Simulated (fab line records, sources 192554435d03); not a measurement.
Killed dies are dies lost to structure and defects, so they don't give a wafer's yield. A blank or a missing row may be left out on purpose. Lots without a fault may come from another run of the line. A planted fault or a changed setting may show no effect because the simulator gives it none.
fab line records | flow n5_finfet
record lots=7 wafers=19 last_day=18
route steps=1938 shown BEOL_M9@1448 PASSIVATION@1936
lots that met no fault: from a run of the same line without faults
start_h: hours from the record's first day to the start of the lot's first wafer shown | wait_h: hours since the lot's step before | " the same as in the row above | L1.1+2: a row that stands for several wafers | - no value, or no start given | * or withheld: withheld | < > ~ a bound
route shown NAME@n: a module of which the file shows steps, and the number in the route of the first | usual: mean/standard deviation of fault-free wafers | same: alike in all rows | chamber/n: place in a boat | sites: the reading at each site | _std_site: their standard deviation | _edge_site: outer sites' mean less inner sites' | radius_mm: how far each site lies from the wafer's centre | mask NAME#n: copy n | behind: the tool/chamber that last shaped the wafer | hold: why the lot was held/for how many hours/how that ended | device: the transistor (n, p or np) that didn't switch | end of line: the same wafers' tests at the end of the route | a step without rows: its recipe alone | killed: dies lost to structure and defects at the first sort, not the wafer's yield | map: a wafer's dies, x killed, . not, _ none there
set.NAME: the setting as run; set.NAME@STEP: as run at that earlier step | model.NAME: the simulator's own value behind a step, which no gauge read
lots at some steps of the route; a table a step, a row a wafer
services: from which hour (start_h, from the record's first day; less than 0 if before it) a tool's chamber was out of use, for how many hours, and why
## steps
# step N5_BEOL_M9_STRIP_80
# recipe chemistry=N2/H2 time_s=10 power_w=450 temp_c=40 pressure_mtorr=20 rf_frequency_hz=6e+07 bias_power_w=7 n2_flow_sccm=200 h2_flow_sccm=200
# step N5_BEOL_M9_OCD_MEAS_38
# usual trench_depth_nm=152.0/2.9
# columns lot.wafer tool chamber start_h wait_h trench_depth_nm
L491.1 ocd-02 - 234.12 - 150.8
L491.2 " - " " 148.9
L491.4 " - " " 149.1
L497.2 ocd-01 - 277.36 - 155.2
L497.5 " - " " 157.0
L497.6 " - " " 151.5
L498.1 ocd-02 - 284.38 - 155.3
L498.3 " - " " 154.2
L498.6 " - " " 158.4
L504.2 ocd-01 - 331.87 - 150.8
L504.3 " - " " 156.3
L507.2 ocd-02 - 338.01 - 151.4
L507.5 " - " " 157.6
L508.1 ocd-01 - 347.63 - 155.7
L508.2 " - " " 155.3
L508.5 " - " " 156.9
L509.1 ocd-02 - 351.45 - 157.3
L509.4 " - " " 150.9
L509.6 " - " " 150.1
# step N5_BEOL_M9_HM_STRIP_39
# recipe chemistry=peroxide_tin_strip material=TiN target_depth_a=250 temp_c=50 time_s=158
# step N5_BEOL_M9_SRD_40
# recipe time_s=30 temp_c=23 rinse_liquid=diw dry=ipa_marangoni
# step N5_BEOL_M9_PRECLEAN_42
# recipe chemistry=residue_remover time_s=60 temp_c=40
# step N5_BEOL_M9_SRD_43
# recipe time_s=30 temp_c=23 rinse_liquid=diw dry=ipa_marangoni
# step N5_BEOL_M9_CD_MEAS_35
# recipe target_cd_nm=70 target_cd_y_nm=40 polarity=opening
# usual cd_nm=70.0/0.69
# columns lot.wafer tool chamber start_h wait_h cd_nm
L491.1 cd_sem-02 - 234.27 0.0 70.2
L491.2 " - " " 70.8
L491.4 " - " " 69.2
L497.2 cd_sem-01 - 277.51 0.0 70.1
L497.5 " - " " 69.7
L497.6 " - " " 70.4
L498.1 cd_sem-01 - 284.53 0.0 68.7
L498.3 " - " " 70.9
L498.6 " - " " 68.6
L504.2 cd_sem-02 - 332.02 0.0 69.7
L504.3 " - " " 70.6
L507.2 cd_sem-01 - 338.17 0.0 70.9
L507.5 " - " " 71.0
L508.1 cd_sem-02 - 347.78 0.0 70.3
L508.2 " - " " 70.7
L508.5 " - " " 71.2
L509.1 cd_sem-01 - 351.60 0.0 70.3
L509.4 " - " " 70.8
L509.6 " - " " 70.4
# step N5_BEOL_M9_CURE_72
# recipe temp_c=370 time_s=120 ambient=DMADMS/He material=SiCOH_lowk
# usual lamp_power_pct=52.32/0.058 wafer_temp_C_max=371.4/0.62
# columns lot.wafer tool chamber start_h wait_h lamp_power_pct wafer_temp_C_max
L491.1 uv_cure-02 1 234.51 0.2 52.28 371.0
L491.2 " 1 " " 52.33 371.1
L491.4 " 1 " " 52.31 371.5
L497.2 uv_cure-02 1 277.60 0.1 52.31 370.8
L497.5 " 1 " " 52.25 370.8
L497.6 " 1 " " 52.34 370.8
L498.1 uv_cure-01 1 284.57 0.0 52.42 371.1
L498.3 " 1 " " 52.32 371.1
L498.6 " 1 " " 52.31 371.4
L504.2 uv_cure-02 1 332.12 0.1 52.35 371.2
L504.3 " 1 " " 52.36 371.1
L507.2 uv_cure-01 1 338.26 0.1 52.36 370.5
L507.5 " 1 " " 52.30 370.8
L508.1 uv_cure-03 1 347.82 0.0 52.42 371.9
L508.2 " 1 " " 52.36 371.5
L508.5 " 1 " " 52.26 371.7
L509.1 uv_cure-03 1 351.64 0.0 52.35 372.2
L509.4 " 1 " " 52.20 371.9
L509.6 " 1 " " 52.22 372.4
# step N5_BEOL_M9_DEGAS_44
# recipe ambient=vacuum temp_c=250 time_s=60
# step N5_BEOL_M9_PRE_CLEAN_45
# recipe gas=H2/He time_s=30 temp_c=250
# usual heater_power_w=347/16
# columns lot.wafer tool chamber start_h wait_h heater_power_w
L491.1 pvd_sputter-03 - 235.49 0.0 390
L491.2 " - " " 337
L491.4 " - " " 344
L497.2 pvd_sputter-01 - 277.92 0.0 380
L497.5 " - " " 341
L497.6 " - " " 340
L498.1 pvd_sputter-03 - 285.16 0.0 375
L498.3 " - " " 333
L498.6 " - " " 360
L504.2 pvd_sputter-03 - 332.49 0.0 354
L504.3 " - " " 335
L507.2 pvd_sputter-02 - 338.57 0.0 338
L507.5 " - " " 356
L508.1 pvd_sputter-01 - 348.39 0.0 324
L508.2 " - " " 386
L508.5 " - " " 341
L509.1 pvd_sputter-03 - 352.08 0.0 377
L509.4 " - " " 323
L509.6 " - " " 345
# step N5_BEOL_M9_ALD_74
# recipe material=TaN target_thk_a=20 temp_c=275 ald_precursor_family=PDMAT ald_co_reactant=NH3 pressure_torr=3 carrier_flow_sccm=1500 pulse_time_s=2 purge_time_s=3 co_reactant_purge_time_s=2 co_reactant_pulse_time_s=3 ald_cycles=40 precursor_vessel_temp_c=75 precursor_vessel_pressure_torr=26.25 precursor_vessel_carrier_sccm=1000
# usual chamber_pressure_Torr=2.999/0.0062 heater_power_w=423/60
# same purge_time_s=3
# columns lot.wafer tool chamber start_h wait_h chamber_pressure_Torr heater_power_w
L491.1 ald_metal-01 1 235.55 0.0 2.995 532
L491.2 " 3 " " 3.001 454
L491.4 " 0 " " 3.002 331
L497.2 ald_metal-01 3 278.00 0.1 3.005 461
L497.5 " 3 " " 2.995 455
L497.6 " 2 " " 2.995 418
L498.1 ald_metal-01 3 285.22 0.0 3.002 463
L498.3 " 0 " " 3.007 331
L498.6 " 2 " " 3.007 411
L504.2 ald_metal-04 0 332.56 0.0 2.991 494
L504.3 " 1 " " 2.998 370
L507.2 ald_metal-02 2 338.67 0.1 2.992 445
L507.5 " 0 " " 2.993 463
L508.1 ald_metal-01 3 348.45 0.0 3.005 461
L508.2 " 0 " " 3.003 334
L508.5 " 0 " " 3.000 326
L509.1 ald_metal-04 2 352.16 0.1 3.007 408
L509.4 " 0 " " 2.992 480
L509.6 " 3 " " 2.992 355
# step N5_BEOL_M9_SURFACE_TREAT_79
# recipe gas=Ar time_s=* ion_energy_ev=* ion_current_ma_cm2=0.5 pressure_mtorr=* ar_flow_sccm=30
# usual throttle_valve_pct=*
# columns lot.wafer tool chamber start_h wait_h throttle_valve_pct
L491.1 pvd_sputter-01 - 235.89 0.2 *
L491.2 " - " " *
L491.4 " - " " *
L497.2 pvd_sputter-01 - 278.38 0.2 *
L497.5 " - " " *
L497.6 " - " " *
L498.1 pvd_sputter-03 - 285.60 0.2 *
L498.3 " - " " *
L498.6 " - " " *
L504.2 pvd_sputter-01 - 332.84 0.2 *
L504.3 " - " " *
L507.2 pvd_sputter-01 - 339.21 0.4 *
L507.5 " - " " *
L508.1 pvd_sputter-03 - 348.97 0.4 *
L508.2 " - " " *
L508.5 " - " " *
L509.1 pvd_sputter-03 - 352.48 0.2 *
L509.4 " - " " *
L509.6 " - " " *
# step N5_BEOL_M9_CVD_78
# recipe material=Co target_thk_a=20 temp_c=withheld precursor=CCTBA/H2 pressure_torr=30 time_s=138.9
# usual chamber_pressure_Torr=30.00/0.072 run_length_s=161.9/0.42
# columns lot.wafer tool chamber start_h wait_h chamber_pressure_Torr run_length_s
L491.1 cvd_co-02 0 236.01 0.1 29.98 161.7
L491.2 " 2 " " 30.02 162.3
L491.4 " 0 " " 29.92 162.0
L497.2 cvd_co-01 1 278.44 0.0 29.99 161.5
L497.5 " 0 " " 30.07 161.3
L497.6 " 2 " " 29.98 161.6
L498.1 cvd_co-02 2 285.66 0.0 29.99 162.2
L498.3 " 0 " " 30.06 162.4
L498.6 " 2 " " 30.01 161.9
L504.2 cvd_co-01 0 332.90 0.0 29.94 223.6
L504.3 " 2 " " 29.95 223.3
L507.2 cvd_co-01 2 339.29 0.1 29.87 223.5
L507.5 " 1 " " 29.99 161.5
L508.1 cvd_co-01 0 349.39 0.4 30.01 161.1
L508.2 " 1 " " 30.07 223.2
L508.5 " 2 " " 29.95 162.2
L509.1 cvd_co-02 0 352.54 0.0 30.05 162.0
L509.4 " 2 " " 30.09 162.1
L509.6 " 2 " " 30.06 162.5
# step N5_BEOL_M9_SPUTTER_48
# recipe material=Cu target_thk_a=120 temp_c=-20 bias_v=60 power_w=26000 chamber_pressure_pa=0.13 time_s=2
# usual substrate_temp_c=-20.01/0.11 throttle_valve_pct=30.0/1.2
# columns lot.wafer tool chamber start_h wait_h substrate_temp_c throttle_valve_pct
L491.1 pvd_sputter-03 - 236.19 0.1 -20.01 28.3
L491.2 " - " " -19.86 29.9
L491.4 " - " " -20.01 30.7
L497.2 pvd_sputter-01 - 278.62 0.1 -19.93 30.7
L497.5 " - " " -19.99 30.6
L497.6 " - " " -20.21 29.5
L498.1 pvd_sputter-02 - 285.87 0.2 -20.00 28.1
L498.3 " - " " -19.90 30.7
L498.6 " - " " -20.08 29.2
L504.2 pvd_sputter-01 - 333.01 0.1 -19.95 30.7
L504.3 " - " " -19.96 29.7
L507.2 pvd_sputter-01 - 339.45 0.1 -20.14 29.1
L507.5 " - " " -19.92 32.7
L508.1 pvd_sputter-03 - 349.50 0.1 -19.86 28.2
L508.2 " - " " -19.96 30.7
L508.5 " - " " -20.01 30.1
L509.1 pvd_sputter-01 - 352.76 0.2 -19.97 32.3
L509.4 " - " " -19.97 30.8
L509.6 " - " " -20.22 29.9
# step N5_PASSIVATION_PROBE_49
# usual defect_limited_yield=91.2/1.6 killed_at_M0_to_M3=34/11 killed_at_M4_up=14/5.7 killed_at_contacts=14/6.6 killed_at_front_end=37/10 killed_at_other=4/3.2 killed_dies=104/19 killed_open=69/13 killed_short=33/8.7 sort_bin_4_leakage=0.00/0.014 sort_bin_5_function=5.1/1 sort_bin_6_memory=3.3/0.76 sort_bin_8_speed=0.00/0.016 sort_n_pass=1076/19 sort_yield_pct=91.2/1.6
# same gross_dies=1180 killed_at_back_side=0
# columns lot.wafer tool chamber start_h wait_h defect_limited_yield[%] killed_at_M0_to_M3 killed_at_M4_up killed_at_contacts killed_at_front_end killed_at_other killed_dies killed_open killed_short sort_bin_4_leakage[%] sort_bin_5_function[%] sort_bin_6_memory[%] sort_bin_8_speed[%] sort_n_pass sort_yield_pct[%]
L497.2 prober-01 - 331.53 0.1 88.8 46 13 28 41 4 132 87 43 0 6.8 4.1 0 1048 88.8
L497.5 prober-01 - 331.68 0.2 90.3 37 12 21 35 10 115 79 36 0 5.9 3.4 0 1065 90.3
L497.6 prober-01 - 331.73 0.3 90.1 46 18 10 34 9 117 78 34 0 5.9 3.1 0 1063 90.1
# killed by level:class
L497.2 MOL_CONTACT_COAG:geometric_particle:open=24 BEOL_M0_SAQP:geometric_particle:short=13 FIN_SAQP:geometric_particle:short=11 BEOL_M0_SAQP:geometric_particle:open=11 STI_FIN_REVEAL:geometric_particle:open=10 BEOL_M2:geometric_particle:open=9 BEOL_M4:geometric_particle:open=7 DUMMY_GATE:geometric_particle:open=7
L497.5 MOL_CONTACT_COAG:geometric_particle:open=20 FIN_SAQP:geometric_particle:open=11 BEOL_M2:geometric_particle:open=10 FIN_SAQP:geometric_particle:short=8 BEOL_M3:geometric_particle:open=8 STI_FIN_REVEAL:geometric_particle:open=7 BEOL_M0_SAQP:geometric_particle:short=6 BEOL_M4:geometric_particle:open=6
L497.6 BEOL_M0_SAQP:geometric_particle:open=15 BEOL_M3:geometric_particle:open=11 MOL_CONTACT_COAG:geometric_particle:open=9 BEOL_M0_SAQP:geometric_particle:short=8 STI_FIN_REVEAL:geometric_particle:open=7 BEOL_M1:geometric_particle:open=7 BEOL_M4:geometric_particle:open=7 FIN_SAQP:geometric_particle:open=4
## services
# columns tool chamber start_h hours kind
ald_metal-01 0 213.13 14.7 repair
ald_metal-02 3 213.92 3.1 repair
uv_cure-01 - 227.97 28.1 pm
uv_cure-03 - 246.60 2.1 pm
uv_cure-03 - 255.96 7.5 pm
ald_metal-01 - 256.01 8.7 pm
cvd_co-02 1 263.33 22.5 repair
uv_cure-02 - 270.70 6.3 repair
ald_metal-04 0 289.13 2.9 repair
uv_cure-01 - 298.67 7.1 pm
cvd_co-01 - 300.43 2.8 pm
ald_metal-04 - 304.81 8.7 pm
uv_cure-01 - 305.97 4.1 repair
pvd_sputter-03 - 309.90 0.8 repair
uv_cure-02 - 310.48 1.0 pm
uv_cure-03 - 330.67 7.5 pm
cvd_co-02 1 333.37 - clean
cvd_co-02 - 335.06 14.6 pm
pvd_sputter-01 - 335.20 1.6 repair
ald_metal-04 - 337.48 14.0 pm
uv_cure-02 - 339.23 7.5 pm
cvd_co-01 0 344.64 4.3 repair
uv_cure-01 - 345.01 0.4 repair
cvd_co-01 2 346.00 3.3 repair
## key
first_sign step=N5_BEOL_M9_CVD_78 reading=run_length_s direction=up sigmas=99+ usual=* struck=*
effect none on later readings
met_at N5_BEOL_M9_CVD_78
struck_wafers L504.2,L504.3,L507.2,L508.2
onset_between 278.44 332.90
fault kind=process_parameter_drift tool=cvd_co-01 chamber=- onset_h=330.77 steps=N5_BEOL_M9_CVD_78 channel=time_s offset=* shape=step end_h=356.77 scope=struck_wafers_only acts_in=* stated=*
